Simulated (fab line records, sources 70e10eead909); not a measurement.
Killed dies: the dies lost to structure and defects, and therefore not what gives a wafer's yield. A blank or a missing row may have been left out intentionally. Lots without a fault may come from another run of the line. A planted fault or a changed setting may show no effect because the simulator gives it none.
Matching of chambers | flow nandHarc | NHARC_A_STAIRCASE_ETCHBACK_157 on rieDiel-01: 4 sister chambers
The step etches the open film in CH3F/O2, target depth 90 nm, time 167.14 s. 14 wafers are shown with their chamber, then 7 later ones without.

WAFERS WITH THEIR CHAMBER
wafer  | chamber | drypumpMotorCurrentA (A) | showerheadPlenumPTorr (Torr) | rfVppV (V)
L074.1 | 3       | 5.8                      | 2.43                         | 242.2
L074.3 | 1       | 5.9                      | 2.29                         | 240.3
L074.5 | 3       | 5.8                      | 2.43                         | 244.8
L081.1 | 1       | 6.0                      | 2.66                         | 247.0
L081.3 | 3       | 5.8                      | 2.43                         | 244.9
L081.6 | 2       | 5.7                      | 2.36                         | 242.3
L083.3 | 0       | 6.4                      | 2.54                         | 245.8
L083.4 | 3       | 5.8                      | 2.43                         | 244.0
L083.6 | 2       | 5.7                      | 2.36                         | 242.2
L084.2 | 1       | 5.9                      | 2.65                         | 246.7
L084.3 | 0       | 6.4                      | 2.54                         | 246.8
L084.6 | 0       | 6.4                      | 2.54                         | 247.4
L087.1 | 2       | 5.7                      | 2.36                         | 243.3
L087.2 | 1       | 5.9                      | 2.65                         | 247.4

SIGNATURES (means of the wafers above)
reading               | chamber 0 | chamber 1 | chamber 2 | chamber 3 | scatter within a chamber
drypumpMotorCurrentA  | 6.400     | 5.925     | 5.700     | 5.800     | 0.0274
showerheadPlenumPTorr | 2.5400    | 2.5625    | 2.3600    | 2.4300    | 0.0995
rfVppV                | 246.667   | 245.350   | 242.600   | 243.975   | 2.02
Rule: a wafer lies at a distance from a chamber equal to the root of the sum of squares, over the readings, of (its reading less the chamber's mean, divided by the reading's scatter). If the next closest chamber is less than 2 further off than the closest, the wafer can't be placed; otherwise it belongs to the closest. The scatter is the square root of a quotient: the sum, over the shown wafers, of each reading's squared deviation from its chamber's mean, divided by wafers minus chambers.

WAFERS WITHOUT THEIR CHAMBER
wafer  | drypumpMotorCurrentA (A) | showerheadPlenumPTorr (Torr) | rfVppV (V)
L087.3 | 6.4                      | 2.54                         | 246.1
L091.1 | 6.0                      | 2.65                         | 246.3
L091.3 | 5.8                      | 2.42                         | 244.6
L091.5 | 5.9                      | 2.65                         | 247.2
L090.1 | 5.8                      | 2.42                         | 243.9
L090.2 | 5.9                      | 2.65                         | 246.6
L090.4 | 6.4                      | 2.53                         | 244.8

WHICH CHAMBER EACH ONE RAN IN
wafer  | from the rows above | in truth
L087.3 | 0                   | 0
L091.1 | 1                   | 1
L091.3 | 3                   | 3
L091.5 | 1                   | 1
L090.1 | 3                   | 3
L090.2 | 1                   | 1
L090.4 | 0                   | 0
Correct placement for 7 of the 7. Not placeable from these rows: 0. Wrongly placed: 0.
